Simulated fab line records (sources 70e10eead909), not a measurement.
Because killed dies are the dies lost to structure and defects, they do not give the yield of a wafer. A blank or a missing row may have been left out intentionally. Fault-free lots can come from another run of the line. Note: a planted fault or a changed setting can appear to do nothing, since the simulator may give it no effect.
fab line records	flow nandHarc
[record] lots = 15	wafers = 45	lastDay = 24
route steps=1159 shown P_BONDPAD@385 A_ONON_D1@424
lots with no fault: from the same line, run without faults
startH: hours from the record's opening day to when the first of the lot's shown wafers began	waitH: time in hours since the lot's previous step	" as in the row above	L1.1+2: several wafers, shown together as one row	- value missing, or start not given	* or withheld: withheld	< > ~ a bound
route shown NAME@n: a module of which the file shows steps, and the number in the route of the first	usual: mean/standard deviation of fault-free wafers	same: alike in all rows	chamber/n: place in a boat	sites: per-site readings	_std_site: the values' standard deviation	_edge_site: outer sites' mean less inner sites'	radiusMm: for every site, how far away it sits from the centre of the wafer	mask NAME#n: copy n	behind: the tool/chamber that last shaped the wafer	hold: the reason the lot was held/the length of the hold in hours/how it ended	device: whichever transistor did not switch (one of n, p or np)	end of line: the tests these same wafers got at the end of their route	for a step that has no rows: nothing shown but its recipe	killed: count of dies lost to structure and defects at first sort (not the wafer's yield)	map: the dies of a wafer, with x for killed, . for not killed, _ for no die there
set.NAME: the run value of the setting; set.NAME@STEP: its run value at that earlier step	model.NAME: the simulator's own value behind a step, which no gauge read
route steps across a sampled set of lots; one table per step, one row per wafer
services: when a tool's chamber went out of use (startH, in hours from the record's first day, below 0 if earlier), for how many hours, and the reason
[[steps]]
[step NHARC_P_BONDPAD_INSPECT_23]
[usual] rawDefectCount = 316/110
lot.wafer	tool	chamber	startH	waitH	rawDefectCount
L609.1	defectInspect-02	-	141.77	0.0	184
L609.2	"	-	"	"	285
L609.5	"	-	"	"	302
L610.1	defectInspect-01	-	143.19	0.0	167
L610.4	"	-	"	"	209
L610.5	"	-	"	"	204
L611.1	defectInspect-02	-	146.08	0.0	318
L611.4	"	-	"	"	258
L611.6	"	-	"	"	237
L612.2	defectInspect-01	-	147.18	0.0	271
L612.4	"	-	"	"	218
L612.6	"	-	"	"	311
L613.1	defectInspect-01	-	155.57	0.0	405
L613.3	"	-	"	"	396
L613.5	"	-	"	"	201
L615.3	defectInspect-01	-	166.66	0.0	318
L615.4	"	-	"	"	312
L615.5	"	-	"	"	194
L614.2	defectInspect-01	-	169.95	0.0	236
L614.5	"	-	"	"	254
L614.6	"	-	"	"	239
L617.1	defectInspect-02	-	177.19	0.0	252
L617.5	"	-	"	"	349
L617.6	"	-	"	"	488
L618.1	defectInspect-01	-	191.12	0.0	188
L618.2	"	-	"	"	382
L618.3	"	-	"	"	316
L621.1	defectInspect-02	-	213.77	0.1	475
L621.2	"	-	"	"	268
L621.3	"	-	"	"	363
L624.1	defectInspect-01	-	229.82	0.0	197
L624.3	"	-	"	"	279
L624.6	"	-	"	"	206
L626.1	defectInspect-01	-	230.43	0.0	302
L626.3	"	-	"	"	180
L626.5	"	-	"	"	305
L625.4	defectInspect-02	-	231.42	0.0	741
L625.5	"	-	"	"	422
L625.6	"	-	"	"	401
L627.2	defectInspect-02	-	244.16	0.0	342
L627.5	"	-	"	"	324
L627.6	"	-	"	"	250
L632.1	defectInspect-02	-	275.90	0.0	518
L632.4	"	-	"	"	243
L632.5	"	-	"	"	309
[step NHARC_A_ONON_D1_DEP_00]
[recipe] targetThkA = 10000	n2FlowSccm = 2750	n2oFlowSccm = 2000	nh3FlowSccm = 500	sih4FlowSccm = 210	tempC = 400
[usual] n2oFlowSccm = 1999/7.2	nh3FlowSccm = 499.9/1.3
lot.wafer	tool	chamber	startH	waitH	n2oFlowSccm	nh3FlowSccm
L609.1	pecvdOnon-04	0	165.52	0.1	2017	499.0
L609.2	"	0	"	"	2010	499.9
L609.5	"	0	"	"	2002	499.1
L610.1	pecvdOnon-02	0	165.52	0.1	2002	499.5
L610.4	"	0	"	"	1997	499.6
L610.5	"	0	"	"	1997	498.1
L611.1	pecvdOnon-02	0	172.85	0.1	1996	499.6
L611.4	"	0	"	"	2002	498.7
L611.6	"	0	"	"	1999	498.9
L612.2	pecvdOnon-01	0	172.93	0.1	2003	501.5
L612.4	"	0	"	"	1999	498.8
L612.6	"	0	"	"	1994	500.7
L613.1	pecvdOnon-04	0	184.55	0.1	1991	501.0
L613.3	"	0	"	"	1999	502.3
L613.5	"	0	"	"	2004	497.9
L614.2	pecvdOnon-04	0	191.04	0.1	1992	499.8
L614.5	"	0	"	"	1995	499.6
L614.6	"	0	"	"	1994	500.2
L615.3	pecvdOnon-01	0	191.06	0.2	2002	501.4
L615.4	"	0	"	"	2003	500.5
L615.5	"	0	"	"	2001	500.8
L617.1	pecvdOnon-04	0	205.03	0.1	1995	499.9
L617.5	"	0	"	"	1993	499.7
L617.6	"	0	"	"	1982	500.5
L618.1	pecvdOnon-04	0	215.06	0.1	2008	501.1
L618.2	"	0	"	"	2000	497.7
L618.3	"	0	"	"	2007	499.1
L621.1	pecvdOnon-02	0	235.91	0.1	2011	500.5
L621.2	"	0	"	"	2000	499.0
L621.3	"	0	"	"	2000	501.0
L624.1	pecvdOnon-01	0	252.64	0.1	2010	503.8
L624.3	"	0	"	"	2003	501.3
L624.6	"	0	"	"	1998	501.2
L625.4	pecvdOnon-02	0	252.79	0.2	2001	501.3
L625.5	"	0	"	"	2000	501.0
L625.6	"	0	"	"	2001	499.9
L626.1	pecvdOnon-02	0	252.97	0.4	2005	500.1
L626.3	"	0	"	"	1999	498.2
L626.5	"	0	"	"	2000	499.4
L627.2	pecvdOnon-02	0	271.19	0.1	1988	499.4
L627.5	"	0	"	"	1992	498.7
L627.6	"	0	"	"	1978	499.2
L632.1	pecvdOnon-01	0	299.53	0.1	2008	498.6
L632.4	"	0	"	"	1998	498.7
L632.5	"	0	"	"	2007	498.7
[step NHARC_A_ONON_D1_THK_MEAS_02]
[recipe] thkMeasGauge = ellipsometry
[usual] thkNm = 1000/9.3
lot.wafer	tool	chamber	startH	waitH	thkNm
L609.1	filmMetro-01	-	166.02	-	991
L609.2	"	-	"	"	988
L609.5	"	-	"	"	989
L610.1	filmMetro-02	-	166.06	-	1003
L610.4	"	-	"	"	1002
L610.5	"	-	"	"	1002
L611.1	filmMetro-01	-	173.36	-	1010
L611.4	"	-	"	"	1009
L611.6	"	-	"	"	1009
L612.2	filmMetro-02	-	173.39	-	1000
L612.4	"	-	"	"	1000
L612.6	"	-	"	"	1000
L613.1	filmMetro-01	-	185.06	-	996
L613.3	"	-	"	"	997
L613.5	"	-	"	"	996
L615.3	filmMetro-01	-	191.45	-	1016
L615.4	"	-	"	"	1018
L615.5	"	-	"	"	1018
L614.2	filmMetro-02	-	191.49	-	996
L614.5	"	-	"	"	997
L614.6	"	-	"	"	996
L617.1	filmMetro-02	-	205.54	-	995
L617.5	"	-	"	"	993
L617.6	"	-	"	"	993
L618.1	filmMetro-02	-	215.57	-	998
L618.2	"	-	"	"	997
L618.3	"	-	"	"	998
L621.1	filmMetro-02	-	236.42	-	986
L621.2	"	-	"	"	987
L621.3	"	-	"	"	985
L625.4	filmMetro-01	-	253.13	-	944
L625.5	"	-	"	"	945
L625.6	"	-	"	"	946
L624.1	filmMetro-02	-	253.16	-	1004
L624.3	"	-	"	"	1005
L624.6	"	-	"	"	1006
L626.1	filmMetro-02	-	253.48	-	938
L626.3	"	-	"	"	938
L626.5	"	-	"	"	938
L627.2	filmMetro-01	-	271.64	-	947
L627.5	"	-	"	"	944
L627.6	"	-	"	"	946
L632.1	filmMetro-02	-	300.04	-	1016
L632.4	"	-	"	"	1015
L632.5	"	-	"	"	1016
[[services]]
tool	chamber	startH	hours	kind
pecvdOnon-01	-	195.00	13.0	pm
pecvdOnon-04	-	237.00	13.0	pm
pecvdOnon-02	-	292.00	13.0	pm
[[key]]
[firstSign] step = NHARC_A_ONON_D1_THK_MEAS_02	reading = thkNm	direction = down	sigmas = 6.2	usual = 1000	struck = 943
effect none on later readings
metAt NHARC_A_ONON_D1_DEP_00
struckLots L625,L626,L627
laterRowsLeftOut L625.4,L625.5,L625.6,L626.1,L626.3,L626.5,L627.2,L627.5,L627.6
sortLeftOut L625.4,L625.5,L625.6,L626.1,L626.3,L626.5,L627.2,L627.5,L627.6
testerLeftOut L625,L626,L627
notActingAt NHARC_P_BONDPAD_INSPECT_23
onsetBetween 235.91 252.79
[fault] kind = processParameterDrift	tool = pecvdOnon-02	chamber = -	onsetH = 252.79	steps = NHARC_A_ONON_D1_DEP_00	channel = targetThkA	offset = *	shape = step	endH = 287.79	actsIn = *	stated = *
// testerLeftOut: of these lots the tester's yield and bins aren't shown, on N5 and GAA mostly nor the transistor test; their killed dies are dies lost to structure and defects alone, not to doping, threshold or leakage, so they don't give the yield
// sortLeftOut: the simulated sort isn't trusted on such a fault, so these wafers' sort isn't shown, and their yield isn't known
// laterRowsLeftOut: the simulator's readings of these wafers behind a module that went badly wrong aren't trusted and aren't shown, but for the sort
